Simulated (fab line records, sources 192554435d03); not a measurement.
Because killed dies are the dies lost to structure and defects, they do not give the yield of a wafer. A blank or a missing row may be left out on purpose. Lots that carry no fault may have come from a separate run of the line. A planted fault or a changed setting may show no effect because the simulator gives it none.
The tool behind it: which one? -- flow n5_finfet -- Sampling: 9 lots, 27 wafers, 5 of 1938 route steps

## WHAT THE GAUGES SHOWED, per wafer
N5_BEOL_M4_RC_MEAS_101.
lot,measured,on,DIBL_N (mV/V)
L302,day 8 19:53,prober-01,34.6 35.1 35.3
L304,day 9 17:05,prober-01,36.7 36.6 36.4
L307,day 10 18:29,prober-02,37.6 35.8 35.3
L315,day 12 20:43,prober-02,36.3 37.1 37.9
L317,day 13 11:38,prober-02,35.0 35.3 34.5
L320,day 13 20:59,prober-02,38.3 37.7 38.1
L321,day 14 03:20,prober-02,37.2 37.1 35.9
L322,day 13 19:12,prober-01,35.7 37.4 36.5
L323,day 14 19:49,prober-02,38.2 34.8 39.5

## TOOL THAT RAN EACH LOT (tool first, then ch and the chambers of the sampled wafers, then the start)
lot,N5_HKMG_FIN_DESCUM_17,N5_HKMG_FIN_COAT_85,N5_HKMG_FIN_NWFM_ALD_20,N5_HKMG_FIN_ALD_21
L302,"rie_diel-01 ch 1,2, day 4 16:48","litho_track-05 ch 0, day 4 18:03","ald_metal-01 ch 0,2,3, day 4 18:45","ald_metal-01 ch 0,1,3, day 4 19:56"
L304,"rie_diel-06 ch 0,1,2, day 5 05:35","litho_track-05 ch 0, day 5 06:50","ald_metal-04 ch 1,2, day 5 07:32","ald_metal-01 ch 0,2,3, day 5 09:01"
L307,"rie_diel-03 ch 0,3, day 6 00:00","litho_track-05 ch 0, day 6 01:15","ald_metal-01 ch 1,3, day 6 02:17","ald_metal-01 ch 0,1, day 6 03:28"
L315,"rie_diel-01 ch 1,3, day 7 23:19","litho_track-03 ch 0, day 8 00:34","ald_metal-04 ch 0,1,2, day 8 01:16","ald_metal-03 ch 2,3, day 8 02:32"
L317,"rie_diel-06 ch 1,3, day 8 11:59","litho_track-03 ch 0, day 8 13:14","ald_metal-03 ch 1,2,3, day 8 13:58","ald_metal-03 ch 0,1,3, day 8 15:09"
L320,"rie_diel-01 ch 0,3, day 9 04:35","litho_track-05 ch 0, day 9 05:51","ald_metal-03 ch 0,3, day 9 06:34","ald_metal-04 ch 0,1, day 9 07:44"
L321,"rie_diel-06 ch 0,1,2, day 9 11:34","litho_track-04 ch 0, day 9 12:50","ald_metal-04 ch 2,3, day 9 13:32","ald_metal-03 ch 2,3, day 9 14:46"
L322,"rie_diel-03 ch 0,1, day 9 17:55","litho_track-04 ch 0, day 9 19:16","ald_metal-03 ch 2,3, day 9 19:58","ald_metal-04 ch 0,2,3, day 9 21:10"
L323,"rie_diel-01 ch 0,1,3, day 9 23:51","litho_track-03 ch 0, day 10 01:07","ald_metal-03 ch 0,1,3, day 10 01:49","ald_metal-04 ch 1,3, day 10 03:05"
- N5_HKMG_FIN_DESCUM_17: chemistry O2, time 7.9 s.
- N5_HKMG_FIN_COAT_85: time 60 s, resist thk 300 nm.
- N5_HKMG_FIN_NWFM_ALD_20: deposits TiAlC, target thk 2 nm, pulse time 3 s, purge time 2 s.
- N5_HKMG_FIN_ALD_21: deposits TiN, target thk 1.5 nm, pulse time 1 s, purge time 3 s.

## THE ANSWER, worked out from the rows above alone
Rule: the lots themselves supply what counts as usual. The widest of any qualifying gaps counts: lots, ordered by their means at a reading, are off when they make up no more than a third of the lots, leave a main group of 4 or more, and stand apart from it by 3 or more times the standard deviation of that group's means. If all means in a main group match to the digits the tables above print for the reading, that group is not used. A lot without any number at a reading at which 4 lots or more have one is off too. All remaining lots with rows at the step are treated as sound.
None of the lots is off at any reading shown; this tells nothing.

## WHAT THE SIMULATOR HAD PUT IN
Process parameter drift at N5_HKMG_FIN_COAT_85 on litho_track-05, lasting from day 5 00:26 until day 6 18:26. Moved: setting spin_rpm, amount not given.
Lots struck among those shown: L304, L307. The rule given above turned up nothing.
